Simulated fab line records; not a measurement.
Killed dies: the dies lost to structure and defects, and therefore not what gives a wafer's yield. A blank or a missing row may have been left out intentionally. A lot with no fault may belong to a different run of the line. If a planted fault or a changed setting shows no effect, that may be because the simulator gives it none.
A lot that was struck, set against a sound lot ; flow nandHarc ; 40 out of 1302 route steps
Sound: wafers L515.4, L515.5, L515.6. Struck: wafers L525.2, L525.6. (L525.1 of the same lot was not struck and is left out.) The cause comes at the end.
Per side, at each step with rows, come the tool, then ch with its chambers, and then its first start. Under that, the readings that differ: sound wafers ; struck wafers ; difference of the means ; sigmas: that difference in standard deviations of wafers without a fault.
alike: readings with means less than 2 such deviations apart, plus words and numbers identical on both sides. not compared: withheld readings, readings lacking a value on some wafer, bounds such as >300 that could conceal the same value, and numbers that have no deviation in the record and whose values overlap.
A row with sigmas, a row that says differs or no value, or rows on one side alone: a step with any of these is where the two part. Numbers that don't overlap but have no deviation are shown without sigmas and don't part them. A reading that every wafer of one side lacks parts them only if that side has two wafers or more.

NHARC_A_M0_OVL_MEAS_10: pitch 160 nm.
  sound on overlay-02, day 23 09:50; struck on overlay-01, day 28 03:28
  alike: overlayXNm, overlayYNm
NHARC_A_M0_INSPECT_11:
  sound on defectInspect-02, day 23 09:53; struck on defectInspect-01, day 28 03:30
  alike: rawDefectCount
then, 1 step without rows for these wafers: NHARC_A_M0_DESCUM_14 (chemistry O2, time 3 s).
NHARC_A_M0_ETCH_34: etches the open film in N2/H2, target depth 40 nm, overetch 12 nm, time 43.94 s.
  sound on rieDiel-06 ch 0,1, day 23 10:07; struck on rieDiel-04 ch 2,3, day 28 03:39
  alike: drypumpMotorCurrentA, h2FlowSccm, oesProductAu, rfVppV, showerheadPlenumPTorr, throttleValvePct
  not compared: rfHoursCounterH
then, 1 step without rows for these wafers: NHARC_A_M0_ETCH_15 (etches the open film in C4F8/Ar, target depth 150 nm, overetch 15 nm, time 82.5 s).
NHARC_A_M0_CD_MEAS_16:
  sound on cdSem-02, day 23 10:22; struck on cdSem-03, day 28 03:52
  alike: cdNm
NHARC_A_M0_STRIP_18: strips in N2/H2.
  sound on rieDiel-05 ch 0,1,3, day 23 10:29; struck on rieDiel-05 ch 1,2, day 28 03:56
  alike: drypumpMotorCurrentA, h2FlowSccm, oesProductAu, rfVppV, showerheadPlenumPTorr, throttleValvePct
  not compared: rfHoursCounterH
then, 1 step without rows for these wafers: NHARC_A_M0_STRIP_19 (strips in post etch residue remover, time 600 s).
NHARC_A_M0_DEGAS_28: time 60 s.
  sound on pvdSputter-01, day 23 11:01; struck on pvdSputter-02, day 28 04:29
  alike: heaterPowerW
then, 1 step without rows for these wafers: NHARC_A_M0_PRE_CLEAN_29 (time 30 s).
NHARC_A_M0_PVD_20: deposits TaN, target thk 5 nm, time 8.06 s.
  sound on pvdSputter-01; struck on pvdSputter-02
  alike: throttleValvePct
then, 1 step without rows for these wafers: NHARC_A_M0_PVD_21 (deposits Cu, target thk 30 nm, time 20.49 s).
NHARC_A_M0_ECD_22: material Cu, target thk 400 nm.
  sound on ecdCu-02 ch 0,1, day 23 11:30; struck on ecdCu-02 ch 0,1, day 28 04:51
then, 2 steps without rows for these wafers: NHARC_A_M0_ANNEAL_30 (time 90 s); NHARC_A_M0_CMP_23 (polishes, t overpolish 20 s, target thk 113.75 nm).
NHARC_A_M0_THK_MEAS_24: measures by xrf.
  sound on filmMetro-01, day 23 12:23; struck on filmMetro-02, day 28 05:54
  alike: thkNm
then, 13 steps without rows for these wafers: NHARC_A_M0_SRD_25; NHARC_A_M0_PRE_CLEAN_31 (time 12 s); NHARC_A_M0_DEP_32 (deposits SiCN, target thk 30 nm); NHARC_A_M1_DEP_00 (deposits SiOC, target thk 182.5 nm); NHARC_A_M1_DEHYDRATE_01 (time 120 s); NHARC_A_M1_HMDS_02 (time 30 s); NHARC_A_M1_COAT_34 (time 65 s); NHARC_A_M1_COAT_03 (resist thk 90 nm); NHARC_A_M1_SOFTBAKE_04 (time 55 s); NHARC_A_M1_EBR_05; NHARC_A_M1_EXPOSE_06 (exposes mask A M1, target cd 120 nm); NHARC_A_M1_PEB_07 (peb time 65 s); NHARC_A_M1_DEVELOP_08 (develop time 35 s).
NHARC_A_M1_CD_MEAS_09: the cd target is 120 nm.
  sound on cdSem-01 ch 0, day 23 13:50; struck on cdSem-01 ch 0, day 28 07:20
  alike: cdNm
NHARC_A_M1_OVL_MEAS_10: pitch 240 nm.
  sound on overlay-02, day 23 13:55; struck on overlay-01, day 28 07:25
  alike: overlayXNm, overlayYNm
then, 1 step without rows for these wafers: NHARC_A_M1_DESCUM_14 (chemistry O2, time 3 s).
NHARC_A_M1_ETCH_35: etches the open film in N2/H2, target depth 40 nm, overetch 12 nm, time 43.94 s.
  sound on rieDiel-07 ch 2,3, day 23 14:06; struck on rieDiel-13 ch 0,1, day 28 07:37
  alike: drypumpMotorCurrentA, h2FlowSccm, oesProductAu, rfVppV, showerheadPlenumPTorr, throttleValvePct
  not compared: rfHoursCounterH
then, 1 step without rows for these wafers: NHARC_A_M1_ETCH_15 (etches the open film in C4F8/Ar, target depth 182.5 nm, time 91.2 s).
NHARC_A_M1_CD_MEAS_16:
  sound on cdSem-02, day 23 14:19; struck on cdSem-03, day 28 07:49
  alike: cdNm
then, 4 steps without rows for these wafers: NHARC_A_M1_STRIP_18 (strips in N2/H2); NHARC_A_M1_ETCH_28 (etches the open film in CF4/N2, target depth 30 nm, time 72.99 s); NHARC_A_M1_STRIP_19 (strips in post etch residue remover, time 600 s); NHARC_A_M1_DEGAS_29 (time 60 s).
-- record jumps: 3 days between struck wafers' starts before vs after; left off in module A_M1, resumes in module END, first step shown is number 1302 of the route --
NHARC_END_SORT_01:
  the record has rows for the struck wafers here (prober-02 ch 0, day 30 23:11) and none for the sound ones

== WHERE THEY PART ==
Only at NHARC_END_SORT_01, within this record.

WHY: what the simulator had put in
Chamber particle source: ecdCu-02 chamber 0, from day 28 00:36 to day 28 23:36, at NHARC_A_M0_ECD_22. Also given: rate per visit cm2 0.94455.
